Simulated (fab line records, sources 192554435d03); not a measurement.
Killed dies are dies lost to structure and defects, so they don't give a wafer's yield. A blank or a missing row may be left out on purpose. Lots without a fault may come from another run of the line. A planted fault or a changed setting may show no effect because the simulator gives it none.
A struck lot beside a sound one | flow n5_finfet | 17 steps out of a route of 1938
Sound: wafers L338.1, L338.2, L338.3. Struck: wafer L351.1. (L351.6 of the same lot was not struck and is left out.) The cause comes at the end.
At each step with rows: each side's tool, then ch and its chambers, then its first start. Under that, the readings that differ: sound wafers | struck wafers | difference of the means | sigmas: that difference in standard deviations of wafers without a fault.
alike: readings whose means differ by less than 2 such deviations, and words and numbers that are the same on both sides. not compared: withheld readings, readings that some wafer has no value for, bounds like >300 that may hide the same value, and numbers for which the record gives no deviation and whose values overlap.
The two part at a step that has a row with sigmas, a row that says differs or no value, or rows on one side only. Numbers that don't overlap but have no deviation are shown without sigmas and don't part them. A reading that every wafer of one side lacks parts them only if that side has two wafers or more.

first, 8 steps without rows for these wafers: N5_PASSIVATION_HMDS_03 (time 60 s); N5_PASSIVATION_COAT_04; N5_PASSIVATION_EBR_06; N5_PASSIVATION_SOFTBAKE_05 (time 90 s); N5_PASSIVATION_EXPOSE_07 (exposes mask TV, defocus 0 nm, target cd 3000 nm); N5_PASSIVATION_PEB_08; N5_PASSIVATION_DEVELOP_09 (develop time 60 s); N5_PASSIVATION_HARDBAKE_11 (time 120 s).
N5_PASSIVATION_CD_MEAS_10: target cd 3000 nm.
  sound on cd_sem-01 ch 0, day 13 03:25; struck on cd_sem-02 ch 0, day 16 09:40
  reading    | sound                | struck | difference | sigmas
  cd_nm (nm) | 3002.3 3003.3 3003.0 | 2998.8 | -4.1       | -2
N5_PASSIVATION_OVL_MEAS_60:
  sound on overlay-01 ch 0, day 13 03:26; struck on overlay-01 ch 0, day 16 09:41
  reading     | sound    | struck | difference | sigmas
  TV_OVL (nm) | 12 16 20 | -2     | -18        | -3
N5_PASSIVATION_INSPECT_61: inspects for defects (macro).
  sound on defect_inspect-01, day 13 03:28; struck on defect_inspect-02, day 16 09:43
  alike: raw_defect_count
N5_PASSIVATION_DESCUM_12: chemistry O2, time 7.9 s.
  sound on rie_diel-05 ch 1,2,3, day 13 03:30; struck on rie_diel-03 ch 2, day 16 10:16
  reading                | sound             | struck | difference | sigmas
  rf_fwd_power_W (W)     | 49.77 49.51 49.53 | 49.98  | +0.38      | +2
  rf_hours_counter_h (h) | 155 89 131        | 240    | +115       |
  temp_c (C)             | 39.75 40.10 39.93 | 39.71  | -0.22      | -2
  alike: drypump_motor_current_A, oes_product_au, rf_vpp_V, showerhead_plenum_p_Torr, throttle_valve_pct
N5_PASSIVATION_PASS_ETCH_74: etches SiNx in CF4/O2, target depth 220 nm, time 110 s.
  sound on rie_diel-05 ch 1,2,3, day 13 03:34; struck on rie_diel-03 ch 2, day 16 10:20
  reading                         | sound             | struck | difference | sigmas
  rf_hours_counter_h (h)          | 155 89 131        | 240    | +115       |
  model.etch.depth_nm (nm)        | 215.6 220.1 225.2 | 289.2  | +68.9      |
  model.TV_OPEN.cd_offset_nm (nm) | 0.4 0.2 0.4       | -3.2   | -3.5       |
  alike: drypump_motor_current_A, oes_o_777_au, oes_product_au, rf_fwd_power_W, rf_vpp_V, showerhead_plenum_p_Torr, throttle_valve_pct
  not compared: model.coat_of_PASSIVATION_COAT_04.thk_nm
N5_PASSIVATION_VIA_ETCH_13: etches SiO2 in CHF3/O2, target depth 660 nm, time 330 s.
  sound on rie_diel-05 ch 1,2,3, day 13 03:40; struck on rie_diel-03 ch 2, day 16 10:25
  reading                | sound      | struck | difference | sigmas
  rf_hours_counter_h (h) | 155 89 131 | 240    | +115       |
  alike: CHF3_flow_sccm, drypump_motor_current_A, etch_rf_on_time_s, oes_o_777_au, oes_product_au, rf_fwd_power_W, rf_vpp_V, showerhead_plenum_p_Torr, throttle_valve_pct
  not compared: model.coat_of_PASSIVATION_COAT_04.thk_nm
N5_PASSIVATION_STRIP_14: strips in O2.
  sound on rie_diel-05 ch 1,2,3, day 13 03:51; struck on rie_diel-03 ch 2, day 16 10:37
  reading                | sound      | struck | difference | sigmas
  rf_hours_counter_h (h) | 156 89 131 | 240    | +115       |
  alike: drypump_motor_current_A, oes_product_au, rf_vpp_V, showerhead_plenum_p_Torr, temp_c, throttle_valve_pct
N5_PASSIVATION_ETCH_15: etches SiCN in CF4/N2, target depth 75 nm, time 81.2 s.
  sound on rie_diel-05 ch 1,2,3; struck on rie_diel-03 ch 2
  reading                         | sound      | struck | difference | sigmas
  rf_hours_counter_h (h)          | 156 89 131 | 240    | +115       |
  model.TV_OPEN.cd_offset_nm (nm) | 2.4 2 2.6  | -1.2   | -3.5       |
  alike: drypump_motor_current_A, oes_product_au, rf_fwd_power_W, rf_vpp_V, showerhead_plenum_p_Torr, throttle_valve_pct
then, 1 step without rows for these wafers: N5_PASSIVATION_STRIP_73 (strips in post etch residue remover, time 60 s).

WHERE THEY PART
First at N5_PASSIVATION_CD_MEAS_10; last, within this record, at N5_PASSIVATION_DESCUM_12. Later steps at which nothing parts them and some readings are alike: N5_PASSIVATION_PASS_ETCH_74, N5_PASSIVATION_VIA_ETCH_13, N5_PASSIVATION_STRIP_14, N5_PASSIVATION_ETCH_15.

WHY: what the simulator had put in
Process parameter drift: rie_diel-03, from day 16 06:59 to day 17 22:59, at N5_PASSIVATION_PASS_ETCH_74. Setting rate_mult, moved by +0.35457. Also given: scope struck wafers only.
